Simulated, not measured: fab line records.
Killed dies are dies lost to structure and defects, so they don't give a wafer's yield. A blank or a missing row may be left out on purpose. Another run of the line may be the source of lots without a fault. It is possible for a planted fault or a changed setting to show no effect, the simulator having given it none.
Matching of chambers + flow n5 finfet + ald sin-01 running N5_BEOL_M3_ALD_98: 4 sister chambers
The step deposits SiO2, target thk 2.5 nm, pulse time 1 s, co reactant pulse time 1 s. 8 wafers are shown with their chamber, then 12 later ones without.

== WAFERS WITH THEIR CHAMBER ==
| wafer  | chamber | heater power w (W) | precursor pulse height rel |
|--------|---------|--------------------|----------------------------|
| L080.4 | 3       | 85                 | 1.023                      |
| L081.5 | 3       | 85                 | 0.994                      |
| L085.4 | 2       | 86                 | 0.988                      |
| L088.2 | 2       | 92                 | 0.990                      |
| L088.5 | 1       | 65                 | 0.985                      |
| L090.3 | 1       | 65                 | 0.992                      |
| L090.4 | 0       | 68                 | 0.982                      |
| L090.6 | 0       | 69                 | 1.022                      |

== WAFERS MISSING THEIR CHAMBER ==
| wafer  | heater power w (W) | precursor pulse height rel |
|--------|--------------------|----------------------------|
| L091.1 | 65                 | 0.985                      |
| L091.3 | 70                 | 1.001                      |
| L091.4 | 84                 | 1.022                      |
| L094.1 | 64                 | 0.967                      |
| L094.4 | 68                 | 0.987                      |
| L094.6 | 88                 | 0.977                      |
| L095.1 | 89                 | 0.990                      |
| L095.3 | 67                 | 1.005                      |
| L095.4 | 86                 | 1.008                      |
| L096.2 | 67                 | 1.026                      |
| L096.3 | 64                 | 0.987                      |
| L096.4 | 83                 | 1.008                      |

== THE CHAMBER EACH PASSED THROUGH ==
| wafer  | from the rows above     | in truth |
|--------|-------------------------|----------|
| L091.1 | can't be placed: 1 or 0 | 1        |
| L091.3 | can't be placed: 0 or 1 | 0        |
| L091.4 | 3                       | 3        |
| L094.1 | can't be placed: 1 or 0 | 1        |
| L094.4 | can't be placed: 0 or 1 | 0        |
| L094.6 | can't be placed: 2 or 3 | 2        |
| L095.1 | 2                       | 2        |
| L095.3 | can't be placed: 0 or 1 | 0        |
| L095.4 | can't be placed: 3 or 2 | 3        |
| L096.2 | can't be placed: 0 or 1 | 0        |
| L096.3 | can't be placed: 1 or 0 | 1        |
| L096.4 | 3                       | 3        |
Correctly placed: 3 of 12. Unplaceable from these rows: 9, with the true chamber sitting among the candidates in 9. Number placed wrongly: 0.
How it was worked out, from the rows above alone: a wafer's distance from a chamber is the root of the sum, over the readings, of the square of ((its reading less the chamber's mean) divided by the reading's scatter). If the next closest chamber is less than 2 further off than the closest, the wafer can't be placed; otherwise it belongs to the closest. For every chamber, the mean is computed from those of its wafers that are shown. The scatter: take each reading less its chamber's mean, square it, sum over the shown wafers, divide by the number of wafers less the number of chambers, and take the root.
